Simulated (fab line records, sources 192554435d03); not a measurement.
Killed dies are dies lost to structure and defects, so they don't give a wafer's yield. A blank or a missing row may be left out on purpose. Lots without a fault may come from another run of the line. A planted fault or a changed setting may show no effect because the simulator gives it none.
Split-lot experiment | flow n5_finfet | 7 lots, 39 wafers read, on a route of 1938 steps

THE SPLIT
At N5_SD_EPI_P_EPI_21 (deposits SiGe:B, time 355 s), the setting pressure_torr was moved away from the recipe's 20 Torr on 18 of the 39 wafers read, by +11.1% to +19.0%. The other wafers ran this setting at the recipe's value.

The reading is taken at the split's own step.

THE READING
SiGe-B_of_SD_EPI_P_EPI_21.thk_nm (the simulator's own value, which no gauge read), in nm, at N5_SD_EPI_P_EPI_21 (deposits SiGe:B, time 355 s). The file gives no usual value for it. The 21 wafers here that ran the recipe average 61.1 nm, standard deviation 0.74 nm.

wafer  | tool, chamber at the split | pressure_torr as run, Torr | against the recipe | SiGe-B_of_SD_EPI_P_EPI_21.thk_nm, nm | against lot-mates on the recipe
L077.1 | epi_rpcvd-04, 0            | 20                         | recipe             | 60.4                                 | -
L077.5 | epi_rpcvd-04, 0            | 20                         | recipe             | 60.4                                 | -
L077.2 | epi_rpcvd-04, 0            | 20                         | recipe             | 60.2                                 | -
L077.3 | epi_rpcvd-04, 0            | 20                         | recipe             | 60.6                                 | -
L077.6 | epi_rpcvd-04, 0            | 20                         | recipe             | 60.6                                 | -
L077.4 | epi_rpcvd-04, 0            | 20                         | recipe             | 60.8                                 | -
L079.1 | epi_rpcvd-01, 0            | 22.21                      | +11.1%             | 64.8                                 | no lot-mate on the recipe
L079.2 | epi_rpcvd-01, 0            | 22.21                      | +11.1%             | 64.6                                 | no lot-mate on the recipe
L079.4 | epi_rpcvd-01, 0            | 22.21                      | +11.1%             | 64.6                                 | no lot-mate on the recipe
L079.3 | epi_rpcvd-01, 0            | 22.21                      | +11.1%             | 64.2                                 | no lot-mate on the recipe
L079.6 | epi_rpcvd-01, 0            | 22.21                      | +11.1%             | 64.2                                 | no lot-mate on the recipe
L079.5 | epi_rpcvd-01, 0            | 22.21                      | +11.1%             | 65.2                                 | no lot-mate on the recipe
L080.1 | epi_rpcvd-02, 0            | 20                         | recipe             | 60.6                                 | -
L080.2 | epi_rpcvd-02, 0            | 20                         | recipe             | 60.2                                 | -
L080.3 | epi_rpcvd-02, 0            | 20                         | recipe             | 61.2                                 | -
L080.4 | epi_rpcvd-02, 0            | 20                         | recipe             | 61                                   | -
L080.5 | epi_rpcvd-02, 0            | 20                         | recipe             | 61.4                                 | -
L080.6 | epi_rpcvd-02, 0            | 20                         | recipe             | 60                                   | -
L084.1 | epi_rpcvd-04, 0            | 23.27                      | +16.3%             | 66                                   | no lot-mate on the recipe
L084.5 | epi_rpcvd-04, 0            | 23.27                      | +16.3%             | 66                                   | no lot-mate on the recipe
L084.2 | epi_rpcvd-04, 0            | 23.27                      | +16.3%             | 64.8                                 | no lot-mate on the recipe
L084.3 | epi_rpcvd-04, 0            | 23.27                      | +16.3%             | 66.2                                 | no lot-mate on the recipe
L084.4 | epi_rpcvd-04, 0            | 23.27                      | +16.3%             | 65.6                                 | no lot-mate on the recipe
L084.6 | epi_rpcvd-04, 0            | 23.27                      | +16.3%             | 65.6                                 | no lot-mate on the recipe
L087.1 | epi_rpcvd-02, 0            | 20                         | recipe             | 61.2                                 | -
L087.2 | epi_rpcvd-02, 0            | 20                         | recipe             | 61.8                                 | -
L087.3 | epi_rpcvd-02, 0            | 20                         | recipe             | 61.6                                 | -
L087.4 | epi_rpcvd-02, 0            | 20                         | recipe             | 61.4                                 | -
L087.6 | epi_rpcvd-02, 0            | 20                         | recipe             | 61.4                                 | -
L087.5 | epi_rpcvd-02, 0            | 20                         | recipe             | 61                                   | -
L089.1 | epi_rpcvd-04, 0            | 23.81                      | +19.0%             | 65                                   | no lot-mate on the recipe
L089.2 | epi_rpcvd-04, 0            | 23.81                      | +19.0%             | 65                                   | no lot-mate on the recipe
L089.5 | epi_rpcvd-04, 0            | 23.81                      | +19.0%             | 65                                   | no lot-mate on the recipe
L089.3 | epi_rpcvd-04, 0            | 23.81                      | +19.0%             | 65.2                                 | no lot-mate on the recipe
L089.6 | epi_rpcvd-04, 0            | 23.81                      | +19.0%             | 65.2                                 | no lot-mate on the recipe
L089.4 | epi_rpcvd-04, 0            | 23.81                      | +19.0%             | 64.8                                 | no lot-mate on the recipe
L097.1 | epi_rpcvd-04, 0            | 20                         | recipe             | 62.8                                 | -
L097.4 | epi_rpcvd-04, 0            | 20                         | recipe             | 62.6                                 | -
L097.5 | epi_rpcvd-04, 0            | 20                         | recipe             | 62                                   | -

THE FIT
A straight line over all 39 wafers: SiGe-B_of_SD_EPI_P_EPI_21.thk_nm changes by +0.244 nm for each +1% of pressure_torr; r = +0.93; the points scatter about the line by 0.78 nm.
Too few moved wafers have a lot-mate on the recipe to fit a line with each lot's own level taken away.

THE FILE'S OWN FIT
SiGe-B_of_SD_EPI_P_EPI_21.thk_nm changes by +0.244 nm for each +1% of pressure_torr, r = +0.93.
